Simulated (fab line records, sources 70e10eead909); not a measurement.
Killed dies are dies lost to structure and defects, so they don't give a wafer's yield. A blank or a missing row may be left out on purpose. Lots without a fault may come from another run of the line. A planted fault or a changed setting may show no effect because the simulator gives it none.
Which tool did it? | flow nand_harc | 12 lots, 36 wafers sampled, at 5 steps of a route of 1159

WHAT THE GAUGES READ, wafer by wafer
NHARC_END_SORT_01.
lot  | measured     | on        | killed_at_array | killed_at_other | killed_at_periphery | killed_dies | killed_open | killed_short
L974 | day 22 01:00 | prober-02 | 45              | 2               | 4                   | 51          | 4           | 6

WHICH TOOL RAN EACH LOT (tool, then ch and the chambers of the sampled wafers, then the start)
lot  | NHARC_A_STAIRCASE_DEP_259       | NHARC_A_STAIRCASE_ETCH_292         | NHARC_A_STAIRCASE_STRIP_295        | NHARC_A_STAIRCASE_DEP_301
L962 | pecvd-03 ch 0,1,2, day 11 06:02 | rie_diel-07 ch 0,1,2, day 11 07:06 | rie_diel-07 ch 0,1,2, day 11 08:29 | pecvd-03 ch 0,1,2, day 11 11:08
L967 | pecvd-02 ch 1,2, day 12 17:46   | rie_diel-07 ch 0,1,2, day 12 18:49 | rie_diel-07 ch 0,2,3, day 12 21:31 | pecvd-02 ch 0,1,2, day 13 00:26
L969 | pecvd-01 ch 0,1, day 13 04:44   | rie_diel-05 ch 0,3, day 13 05:50   | rie_diel-05 ch 0,1,2, day 13 07:11 | pecvd-02 ch 0,1,2, day 13 10:48
L974 | pecvd-02 ch 1,2, day 14 17:23   | rie_diel-04 ch 0,1,3, day 14 18:28 | rie_diel-04 ch 1,2,3, day 14 19:55 | pecvd-03 ch 0,2, day 14 23:50
L975 | pecvd-02 ch 0,1,2, day 14 18:04 | rie_diel-07 ch 0,3, day 14 18:57   | rie_diel-07 ch 1,2,3, day 14 20:19 | pecvd-01 ch 1,2, day 15 01:15
L977 | pecvd-03 ch 0,2, day 15 02:42   | rie_diel-04 ch 0,3, day 15 03:40   | rie_diel-04 ch 0,3, day 15 05:31   | pecvd-03 ch 0,1,2, day 15 08:37
L979 | pecvd-03 ch 0,1, day 15 18:19   | rie_diel-04 ch 0,2,3, day 15 19:22 | rie_diel-04 ch 0,1,2, day 15 21:57 | pecvd-02 ch 0,1, day 16 04:16
L978 | pecvd-03 ch 1,2, day 15 19:04   | rie_diel-05 ch 0,3, day 15 21:31   | rie_diel-05 ch 1,2, day 15 22:52   | pecvd-02 ch 0,1, day 16 06:09
L981 | pecvd-03 ch 0,1, day 16 05:41   | rie_diel-07 ch 1,2, day 16 06:51   | rie_diel-07 ch 0,2, day 16 08:13   | pecvd-03 ch 0,1, day 16 12:56
L982 | pecvd-02 ch 1,2, day 16 09:22   | rie_diel-07 ch 0,2,3, day 16 10:27 | rie_diel-07 ch 0,2,3, day 16 11:46 | pecvd-01 ch 0,1,2, day 16 17:02
L983 | pecvd-02 ch 1,2, day 16 11:34   | rie_diel-05 ch 1,2,3, day 16 12:32 | rie_diel-05 ch 0,1,3, day 16 14:18 | pecvd-02 ch 0,1, day 16 18:52
L985 | pecvd-02 ch 0,1,2, day 17 00:15 | rie_diel-04 ch 0,2,3, day 17 01:22 | rie_diel-04 ch 1,2,3, day 17 02:51 | pecvd-01 ch 0,1,2, day 17 05:35
- NHARC_A_STAIRCASE_DEP_259: deposits SiON, target thk 30 nm.
- NHARC_A_STAIRCASE_ETCH_292: etches the open film in CF4/CHF3.
- NHARC_A_STAIRCASE_STRIP_295: strips in O2.
- NHARC_A_STAIRCASE_DEP_301: deposits SiON, target thk 30 nm.

WHAT THE TOOLS THEMSELVES READ (means of the sampled wafers that have a number; where no wafer has one, the mark that the record gives instead)
NHARC_A_STAIRCASE_DEP_259.
lot  | tool     | heater_power_w (W) | showerhead_vpp_V (V)
L962 | pecvd-03 | 762                | 1215
L967 | pecvd-02 | 795                | 1143
L969 | pecvd-01 | 601                | 1174
L974 | pecvd-02 | 787                | 1163
L975 | pecvd-02 | 714                | 1162
L977 | pecvd-03 | 720                | 1209
L979 | pecvd-03 | 791                | 1214
L978 | pecvd-03 | 689                | 1205
L981 | pecvd-03 | 760                | 1221
L982 | pecvd-02 | 798                | 1160
L983 | pecvd-02 | 757                | 1138
L985 | pecvd-02 | 732                | 1161

NHARC_A_STAIRCASE_ETCH_292.
lot  | tool        | chamber_pressure_mTorr (mTorr) | drypump_motor_current_A (A) | oes_product_au (a.u.) | rf_vpp_V (V) | showerhead_plenum_p_Torr (Torr) | throttle_valve_pct (%)
L962 | rie_diel-07 | 24.990                         | 5.4                         | 0.978                 | 368.8        | 1.54                            | 16.797
L967 | rie_diel-07 | 25.003                         | 5.4                         | 0.970                 | 368.8        | 1.53                            | 16.806
L969 | rie_diel-05 | 24.986                         | 5.1                         | 0.974                 | 372.1        | 1.64                            | 16.801
L974 | rie_diel-04 | 24.977                         | 6.0                         | 0.950                 | 370.5        | 1.57                            | 16.799
L975 | rie_diel-07 | 25.006                         | 5.4                         | 0.971                 | 371.4        | 1.59                            | 16.802
L977 | rie_diel-04 | 24.982                         | 6.2                         | 0.964                 | 372.5        | 1.61                            | 16.794
L979 | rie_diel-04 | 24.984                         | 6.1                         | 0.965                 | 369.9        | 1.59                            | 16.795
L978 | rie_diel-05 | 25.018                         | 5.2                         | 0.960                 | 374.2        | 1.66                            | 16.800
L981 | rie_diel-07 | 24.998                         | 5.7                         | 0.926                 | 367.5        | 1.50                            | 16.801
L982 | rie_diel-07 | 24.992                         | 5.3                         | 0.930                 | 370.9        | 1.60                            | 16.808
L983 | rie_diel-05 | 25.011                         | 5.8                         | 0.980                 | 372.3        | 1.63                            | 16.798
L985 | rie_diel-04 | 25.011                         | 6.0                         | 0.943                 | 370.7        | 1.59                            | 16.804

NHARC_A_STAIRCASE_STRIP_295.
lot  | tool        | chamber_pressure_mTorr (mTorr) | drypump_motor_current_A (A) | oes_product_au (a.u.) | rf_vpp_V (V) | showerhead_plenum_p_Torr (Torr) | throttle_valve_pct (%)
L962 | rie_diel-07 | 59.94                          | 5.4                         | 1.001                 | 57.1         | 3.44                            | 17.034
L967 | rie_diel-07 | 60.02                          | 5.3                         | 1.011                 | 58.4         | 3.60                            | 17.032
L969 | rie_diel-05 | 60.00                          | 5.9                         | 1.005                 | 58.7         | 3.69                            | 17.038
L974 | rie_diel-04 | -                              | -                           | -                     | -            | -                               | -
L975 | rie_diel-07 | -                              | -                           | -                     | -            | -                               | -
L977 | rie_diel-04 | 60.03                          | 6.2                         | 1.005                 | 58.5         | 3.62                            | 17.027
L979 | rie_diel-04 | 59.96                          | 6.0                         | 1.016                 | 57.9         | 3.48                            | 17.034
L978 | rie_diel-05 | 59.98                          | 6.2                         | 1.005                 | 57.9         | 3.69                            | 17.031
L981 | rie_diel-07 | 59.98                          | 5.0                         | 0.997                 | 57.8         | 3.49                            | 17.037
L982 | rie_diel-07 | 59.99                          | 5.3                         | 1.004                 | 57.3         | 3.58                            | 17.037
L983 | rie_diel-05 | 60.01                          | 5.5                         | 0.997                 | 58.2         | 3.63                            | 17.033
L985 | rie_diel-04 | 59.99                          | 5.9                         | 1.015                 | 58.2         | 3.46                            | 17.036

NHARC_A_STAIRCASE_DEP_301.
lot  | tool     | heater_power_w (W) | showerhead_vpp_V (V)
L962 | pecvd-03 | 753                | 1210
L967 | pecvd-02 | 682                | 1146
L969 | pecvd-02 | 729                | 1151
L974 | pecvd-03 | 819                | 1218
L975 | pecvd-01 | 747                | 1141
L977 | pecvd-03 | 764                | 1219
L979 | pecvd-02 | 717                | 1180
L978 | pecvd-02 | 775                | 1189
L981 | pecvd-03 | 849                | 1226
L982 | pecvd-01 | 749                | 1134
L983 | pecvd-02 | 645                | 1177
L985 | pecvd-01 | 722                | 1141

THE ANSWER, worked out from the rows above alone
Rule: what is usual is taken from the lots themselves. Put in order of their means at a reading, lots are off if they are a third of the lots or fewer, leave a main group of 4 or more, and stand apart from it by a gap of 3 or more times the standard deviation of the main group's means; of several such gaps the widest counts. A main group whose means are all the same, to the digits that the tables above print for the reading, isn't used. A lot without any number at a reading at which 4 lots or more have one is off too. The other lots that the step has rows for count as sound. The gauges are gone through in route order, then the tools' own readings, and for those a lot's mean is taken as printed above. The first step at which some lot is off is used, and at that step the reading that is off furthest; a lot without a number counts as furthest.
Off: L974, L975, at NHARC_A_STAIRCASE_STRIP_295 (chamber_pressure_mTorr). Without a number there: L974, L975. The main group: mean 59.99 mTorr, standard deviation 0.026.
A tool fits if, at that step or a process step before it, it ran every lot that is off, and no sound lot after the first of them. None of those tried fits.

WHAT THE SIMULATOR HAD PUT IN
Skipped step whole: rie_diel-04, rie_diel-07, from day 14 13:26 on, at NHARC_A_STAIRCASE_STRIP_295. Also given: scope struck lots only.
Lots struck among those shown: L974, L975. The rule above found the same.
